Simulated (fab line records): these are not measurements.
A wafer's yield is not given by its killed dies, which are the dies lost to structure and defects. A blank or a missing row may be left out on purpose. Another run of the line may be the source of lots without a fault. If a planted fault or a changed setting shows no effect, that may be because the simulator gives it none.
One fault seen from 3 desks || flow n5_finfet || what lay behind the numbers comes last; until then each desk has only its own

THE DEFECT DESK
Counts from the inspections along the route, per lot, as means over the sampled wafers that have a number. If a lot's mean is further than 4 standard deviations from the usual mean, the lot is out of limits and carries the mark OUT (the distance appears in the brackets).
Columns: A = raw_defect_count at N5_DUMMY_GATE_INSPECT_27, usual 275; B = raw_defect_count at N5_SPACER0_INSPECT_04, usual 132; C = raw_defect_count at N5_SD_EPI_N_INSPECT_11, usual 1.8
{"lot": "L678", "first seen here": "day 3 02:58", "A": 211, "B": 110, "C": 2.7}
{"lot": "L688", "first seen here": "day 5 13:25", "A": 339, "B": 170, "C": 4.0}
{"lot": "L692", "first seen here": "day 6 14:22", "A": 257, "B": 130, "C": 1.3}
{"lot": "L694", "first seen here": "day 6 22:18", "A": 330, "B": 145, "C": 1.3}
{"lot": "L698", "first seen here": "day 8 00:22", "A": 254, "B": 108, "C": 2.7}
{"lot": "L701", "first seen here": "day 8 18:22", "A": 337, "B": 139, "C": 1.7}
This desk's finding: nothing out of limits on any of the 6 lots.

FOR THE TOOL OWNER'S DESK: litho_track-03
The tool's own readings at N5_SD_EPI_N_COAT_03 (resist thk 150 nm): means of the sampled wafers that have a number, for each lot that ran on this tool. If a lot's mean is further than 4 standard deviations from the usual mean, the lot is out of limits and carries the mark OUT (the distance appears in the brackets).
Columns: A = resist_line_temp_C at N5_SD_EPI_N_COAT_03, usual 23.00 C; B = spin_speed_rpm at N5_SD_EPI_N_COAT_03, usual 1499.9 rpm
{"lot": "L678", "first seen here": "day 3 03:36", "A": 22.97, "B": 1499.2}
{"lot": "L692", "first seen here": "day 6 15:01", "A": 23.02, "B": 1499.6}
{"lot": "L694", "first seen here": "day 6 22:56", "A": 23.08, "B": "1456.1 (-53) OUT"}
{"lot": "L698", "first seen here": "day 8 01:04", "A": 22.96, "B": "1453.7 (-56) OUT"}
Finding of this desk: L694, L698 out of limits; the first was L694 at day 6 22:56, on spin_speed_rpm at N5_SD_EPI_N_COAT_03. L678, L692 stayed within limits.

METROLOGY DESK
Lot by lot, what the gauges showed, no matter which tool ran the lot: averages of those sampled wafers that carry a number. If a lot's mean is further than 4 standard deviations from the usual mean, the lot is out of limits and carries the mark OUT (the distance appears in the brackets). Only the readings that lie furthest out on some lot appear, 7 of the 12 it has.
Columns: A = cd_nm at N5_SD_EPI_N_CD_MEAS_09, usual 120.1 nm; B = DIBL_N at N5_BEOL_M4_RC_MEAS_101, usual 36.7 mV/V; C = IOFF_P at N5_BEOL_M4_RC_MEAS_101, usual 0.23 nA/um; D = ION_N at N5_BEOL_M4_RC_MEAS_101, usual 683 uA/um; E = SS_N at N5_BEOL_M4_RC_MEAS_101, usual 71.7 mV/dec; F = SS_P at N5_BEOL_M4_RC_MEAS_101, usual 73.5 mV/dec; G = VT_P at N5_BEOL_M4_RC_MEAS_101, usual -250 mV
{"lot": "L678", "first seen here": "day 3 03:50", "A": 120.5, "B": 34.5, "C": 0.19, "D": 672, "E": 71.6, "F": 73.6, "G": -254}
{"lot": "L688", "first seen here": "day 5 16:04", "A": 119.7, "B": 36.9, "C": 0.18, "D": 681, "E": 71.3, "F": 73.1, "G": -256}
{"lot": "L692", "first seen here": "day 6 15:23", "A": 120.5, "B": 35.5, "C": 0.20, "D": 685, "E": 70.8, "F": 72.6, "G": -249}
{"lot": "L694", "first seen here": "day 6 23:18", "A": 120.2, "B": 37.2, "C": 0.24, "D": 677, "E": 71.6, "F": 73.5, "G": -250}
{"lot": "L698", "first seen here": "day 8 01:18", "A": 120.3, "B": 36.5, "C": 0.21, "D": 675, "E": 71.4, "F": 73.9, "G": -252}
{"lot": "L701", "first seen here": "day 8 19:22", "A": 121.3, "B": 37.6, "C": 0.22, "D": 703, "E": 71.5, "F": 73.2, "G": -251}
This desk's finding: nothing out of limits on any of the 6 lots.

TAKEN TOGETHER
An alarm could have come from the tool owner's desk at day 6 22:56, on L694, L698.
Nothing the defect desk looked at was out of limits.
Nothing out of limits was seen by the metrology desk.
The defect desk has L694, L698 on record, within its limits.
The metrology desk holds a record of L694, L698, inside its limits.
Every lot named ran N5_SD_EPI_N_COAT_03 on litho_track-03.

WHAT WAS PUT IN BY THE SIMULATOR
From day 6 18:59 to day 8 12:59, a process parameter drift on litho_track-03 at N5_SD_EPI_N_COAT_03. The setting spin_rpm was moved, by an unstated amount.
Lots struck among those shown: L694, L698.
Time in hours from fault onset to the first out-of-limits reading at each desk: the tool owner's desk, 4.
